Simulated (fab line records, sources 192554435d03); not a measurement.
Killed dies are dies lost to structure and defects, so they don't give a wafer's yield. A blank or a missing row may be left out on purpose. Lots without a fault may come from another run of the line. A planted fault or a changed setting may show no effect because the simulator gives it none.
A struck lot beside a sound one | flow n5_finfet | 37 steps out of a route of 1938
Sound: wafers L350.1, L350.3, L350.4. Struck: wafers L346.2, L346.3, L346.5. The cause comes at the end.
At each step with rows: each side's tool, then ch and its chambers, then its first start. Under that, the readings that differ: sound wafers | struck wafers | difference of the means | sigmas: that difference in standard deviations of wafers without a fault.
alike: readings whose means differ by less than 2 such deviations, and words and numbers that are the same on both sides. not compared: withheld readings, readings that some wafer has no value for, bounds like >300 that may hide the same value, and numbers for which the record gives no deviation and whose values overlap.
The two part at a step that has a row with sigmas, a row that says differs or no value, or rows on one side only. Numbers that don't overlap but have no deviation are shown without sigmas and don't part them. A reading that every wafer of one side lacks parts them only if that side has two wafers or more.

first, 9 steps without rows for these wafers: N5_BEOL_M4_ANNEAL_95 (time 240 s); N5_BEOL_M4_SPUTTER_96 (material Cu, target thk 4.5 nm, time 8.29 s); N5_BEOL_M4_ECD_50 (material Cu, target thk 300 nm); N5_BEOL_M4_ANNEAL_51 (time 90 s); N5_BEOL_M4_CMP_52 (polishes, stops on SiOC, t overpolish 6.8 s, target thk 40 nm); N5_BEOL_M4_PRE_CLEAN_60 (time 15 s); N5_BEOL_M4_CO_CAP_55 (material Co, precursor CCTBA/H2, target thk 2 nm, time 102.1 s); N5_BEOL_M4_PRE_CLEAN_56 (time 15 s); N5_BEOL_M4_DEP_57 (deposits SiCN from 3MS/NH3, target thk 8 nm, time 14 s).
N5_BEOL_M4_RC_MEAS_101:
  sound on prober-01 ch 0, day 12 16:37; struck on prober-01 ch 0, day 11 06:26
  alike: DIBL_N, DIBL_P, IOFF_N, IOFF_P, ION_N, ION_P, SS_N, SS_P, VT_N, VT_P
then, 24 steps without rows for these wafers: N5_BEOL_M5_ILD_DEP_00 (deposits SiCOH lowk from DEMS/porogen, target thk 140.64 nm, time 25.9 s); N5_BEOL_M5_CURE_79 (cures SiCOH lowk, time 240 s); N5_BEOL_M5_PECVD_70 (deposits SiO2 from TEOS/O2, target thk 16 nm, time 18 s); N5_BEOL_M5_HM_DEP_02 (deposits TiN, target thk 20 nm); N5_BEOL_M5_COAT_59 (time 60 s, resist thk 60 nm); N5_BEOL_M5_COAT_60 (time 60 s, resist thk 12 nm); N5_BEOL_M5_COAT_71 (time 60 s, resist thk 5 nm); N5_BEOL_M5_COAT_05 (resist thk 30 nm); N5_BEOL_M5_EBR_07; N5_BEOL_M5_SOFTBAKE_06 (time 60 s); N5_BEOL_M5_EXPOSE_08 (exposes mask M5, target cd 28 nm); N5_BEOL_M5_PEB_09 (peb time 60 s); N5_BEOL_M5_DEVELOP_10 (develop time 30 s); N5_BEOL_M5_DESCUM_16 (chemistry O2, time 7 s); N5_BEOL_M5_ETCH_72 (etches underlayer in N2/H2, target depth 6.5 nm, time 5.2 s); N5_BEOL_M5_ETCH_61 (etches SiARC in CF4, target depth 15.6 nm, time 26 s); N5_BEOL_M5_ETCH_62 (etches SOC in N2/H2, target depth 75 nm, overetch 15 nm, time 112.5 s); N5_BEOL_M5_STRIP_63 (strips in N2/H2); N5_BEOL_M5_STRIP_73 (strips in N2/H2); N5_BEOL_M5_STRIP_64 (strips in CF4); N5_BEOL_M5_HM_OPEN_17 (chemistry Cl2/BCl3, target TiN, target depth 20 nm, overetch 6 nm); N5_BEOL_M5_STRIP_19 (strips in O2); N5_BEOL_M5_COAT_65 (time 60 s, resist thk 60 nm); N5_BEOL_M5_COAT_66 (time 60 s, resist thk 12 nm).
N5_BEOL_M8_ALD_77: deposits TaN, target thk 2 nm, pulse time 2 s, purge time 3 s.
  sound on ald_metal-03 ch 0,1,2, day 14 05:29; struck on ald_metal-04 ch 2,3, day 12 22:04
  no value came back on the struck wafers for ald_cycles, chamber_pressure_Torr (Torr), heater_power_w (W); on the sound wafers ald_cycles reads 40 40 40
N5_BEOL_M8_CMP_52: polishes, stops on SiCOH lowk, t overpolish 6.9 s, target thk 80 nm.
  sound on cmp-04 ch 0,1,2, day 14 06:50; struck on cmp-04 ch 0,1,3, day 13 00:41
  reading                      | sound          | struck         | difference | sigmas
  barrier_field_endpoint_s (s) | 28.5 27.5 28.2 | 25.0 25.2 24.9 | -3.0       | -5
  alike: motor_current_A, retaining_ring_pressure_frac
-- the record jumps here: 3 days lie between the struck wafers' starts before and after (it left off in module BEOL_M8 and takes up again in module PASSIVATION, whose first step shown is number 1936 of the route) --
N5_PASSIVATION_PROBE_49:
  sound on prober-01, day 17 00:24; struck on prober-02, day 16 02:32
  reading                  | sound          | struck            | difference | sigmas
  defect_limited_yield (%) | 90.1 91.5 90.9 | 0 0 0             | -91        | -65
  killed_at_M4_up          | 9 9 8          | 1089 1084 1066    | +1071      | +99 or more
  killed_dies              | 117 100 107    | 1180 1180 1180    | +1072      | +67
  killed_on_rim            | 18 17 9        | 152 152 152       | +137       | +31
  sort_bin_4_leakage (%)   | 0 0 0          | 91.10 91.36 89.15 | +90.54     |
  sort_n_pass              | 1063 1080 1073 | 0 0 0             | -1072      | -67
  sort_yield_pct (%)       | 90.1 91.5 90.9 | 0 0 0             | -91        | -65
  alike: killed_at_M0_to_M3, killed_at_contacts, killed_at_front_end, killed_at_other, killed_open, killed_short, sort_bin_5_function, sort_bin_6_memory

WHERE THEY PART
First at N5_BEOL_M8_ALD_77; last, within this record, at N5_PASSIVATION_PROBE_49.

WHY: what the simulator had put in
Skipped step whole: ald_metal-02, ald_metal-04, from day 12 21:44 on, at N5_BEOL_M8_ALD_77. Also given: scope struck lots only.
